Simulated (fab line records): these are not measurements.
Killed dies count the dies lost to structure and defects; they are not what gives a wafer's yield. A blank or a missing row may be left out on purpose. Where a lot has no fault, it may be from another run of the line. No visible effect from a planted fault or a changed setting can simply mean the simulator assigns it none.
Chamber matching || flow nand harc || NHARC_A_CONTACT_DEP_85 on pecvd-01 has 3 sister chambers
The step deposits SiON, target thk 50 nm. 27 wafers are shown with their chamber, then 12 later ones without.

## EACH WAFER AND ITS CHAMBER
{"wafer": "L081.2", "chamber": 0, "heater power w (W)": 722, "susceptor temp C (C)": 400.03}
{"wafer": "L081.4", "chamber": 2, "heater power w (W)": 754, "susceptor temp C (C)": 400.06}
{"wafer": "L081.5", "chamber": 1, "heater power w (W)": 879, "susceptor temp C (C)": 399.88}
{"wafer": "L078.1", "chamber": 2, "heater power w (W)": 667, "susceptor temp C (C)": 399.70}
{"wafer": "L078.2", "chamber": 1, "heater power w (W)": 784, "susceptor temp C (C)": 399.77}
{"wafer": "L078.4", "chamber": 1, "heater power w (W)": 793, "susceptor temp C (C)": 400.08}
{"wafer": "L082.1", "chamber": 2, "heater power w (W)": 629, "susceptor temp C (C)": 400.31}
{"wafer": "L082.3", "chamber": 0, "heater power w (W)": 833, "susceptor temp C (C)": 400.09}
{"wafer": "L082.4", "chamber": 0, "heater power w (W)": 839, "susceptor temp C (C)": 399.93}
{"wafer": "L084.1", "chamber": 0, "heater power w (W)": 873, "susceptor temp C (C)": 400.04}
{"wafer": "L084.2", "chamber": 1, "heater power w (W)": 860, "susceptor temp C (C)": 399.84}
{"wafer": "L084.6", "chamber": 0, "heater power w (W)": 907, "susceptor temp C (C)": 400.42}
{"wafer": "L083.2", "chamber": 1, "heater power w (W)": 854, "susceptor temp C (C)": 399.98}
{"wafer": "L083.3", "chamber": 0, "heater power w (W)": 750, "susceptor temp C (C)": 399.84}
{"wafer": "L083.4", "chamber": 1, "heater power w (W)": 875, "susceptor temp C (C)": 399.86}
{"wafer": "L085.1", "chamber": 0, "heater power w (W)": 833, "susceptor temp C (C)": 399.97}
{"wafer": "L085.5", "chamber": 0, "heater power w (W)": 865, "susceptor temp C (C)": 400.00}
{"wafer": "L085.6", "chamber": 1, "heater power w (W)": 811, "susceptor temp C (C)": 400.00}
{"wafer": "L091.1", "chamber": 0, "heater power w (W)": 829, "susceptor temp C (C)": 400.35}
{"wafer": "L091.3", "chamber": 1, "heater power w (W)": 864, "susceptor temp C (C)": 400.52}
{"wafer": "L091.5", "chamber": 0, "heater power w (W)": 833, "susceptor temp C (C)": 399.85}
{"wafer": "L087.2", "chamber": 2, "heater power w (W)": 622, "susceptor temp C (C)": 399.96}
{"wafer": "L087.3", "chamber": 1, "heater power w (W)": 800, "susceptor temp C (C)": 400.03}
{"wafer": "L087.4", "chamber": 2, "heater power w (W)": 618, "susceptor temp C (C)": 400.06}
{"wafer": "L092.2", "chamber": 1, "heater power w (W)": 907, "susceptor temp C (C)": 400.31}
{"wafer": "L092.4", "chamber": 1, "heater power w (W)": 896, "susceptor temp C (C)": 400.13}
{"wafer": "L092.5", "chamber": 0, "heater power w (W)": 882, "susceptor temp C (C)": 399.79}

SIGNATURES (means of the wafers above)
{"reading": "heater power w", "chamber 0": 833.27, "chamber 1": 847.55, "chamber 2": 658.00, "scatter within a chamber": 50.6}
{"reading": "susceptor temp C", "chamber 0": 400.0282, "chamber 1": 400.0364, "chamber 2": 400.0180, "scatter within a chamber": 0.212}
Rule: for a wafer and a chamber, the distance is found by dividing, reading by reading, the gap between the wafer's reading and the chamber's mean by the reading's scatter, squaring, summing and taking the root. If the next closest chamber is less than 2 further off than the closest, the wafer can't be placed; otherwise it belongs to the closest. The scatter: take each reading less its chamber's mean, square it, sum over the shown wafers, divide by the number of wafers less the number of chambers, and take the root.

## WAFERS WITHOUT THEIR CHAMBER
{"wafer": "L094.1", "heater power w (W)": 649, "susceptor temp C (C)": 400.08}
{"wafer": "L094.3", "heater power w (W)": 884, "susceptor temp C (C)": 400.28}
{"wafer": "L094.5", "heater power w (W)": 905, "susceptor temp C (C)": 400.08}
{"wafer": "L096.1", "heater power w (W)": 742, "susceptor temp C (C)": 399.79}
{"wafer": "L096.5", "heater power w (W)": 877, "susceptor temp C (C)": 399.67}
{"wafer": "L096.6", "heater power w (W)": 724, "susceptor temp C (C)": 399.94}
{"wafer": "L093.2", "heater power w (W)": 788, "susceptor temp C (C)": 400.07}
{"wafer": "L093.3", "heater power w (W)": 874, "susceptor temp C (C)": 400.51}
{"wafer": "L093.5", "heater power w (W)": 624, "susceptor temp C (C)": 399.94}
{"wafer": "L097.2", "heater power w (W)": 699, "susceptor temp C (C)": 399.84}
{"wafer": "L097.4", "heater power w (W)": 774, "susceptor temp C (C)": 399.67}
{"wafer": "L097.5", "heater power w (W)": 858, "susceptor temp C (C)": 400.04}

## CHAMBER TAKEN BY EACH
{"wafer": "L094.1", "from the rows above": 2, "in truth": 2}
{"wafer": "L094.3", "from the rows above": "can't be placed: 1 or 0", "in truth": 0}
{"wafer": "L094.5", "from the rows above": "can't be placed: 1 or 0", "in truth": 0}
{"wafer": "L096.1", "from the rows above": "can't be placed: 2 or 0 or 1", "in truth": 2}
{"wafer": "L096.5", "from the rows above": "can't be placed: 1 or 0", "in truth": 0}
{"wafer": "L096.6", "from the rows above": "can't be placed: 2 or 0 or 1", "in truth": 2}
{"wafer": "L093.2", "from the rows above": "can't be placed: 0 or 1 or 2", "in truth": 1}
{"wafer": "L093.3", "from the rows above": "can't be placed: 1 or 0", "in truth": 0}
{"wafer": "L093.5", "from the rows above": 2, "in truth": 2}
{"wafer": "L097.2", "from the rows above": "can't be placed: 2 or 0 or 1", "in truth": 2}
{"wafer": "L097.4", "from the rows above": "can't be placed: 0 or 1 or 2", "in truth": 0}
{"wafer": "L097.5", "from the rows above": "can't be placed: 1 or 0", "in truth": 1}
2 of 12 placed correctly. Not placeable from these rows: 10 (in 10, the candidates include the true chamber). Number placed wrongly: 0.
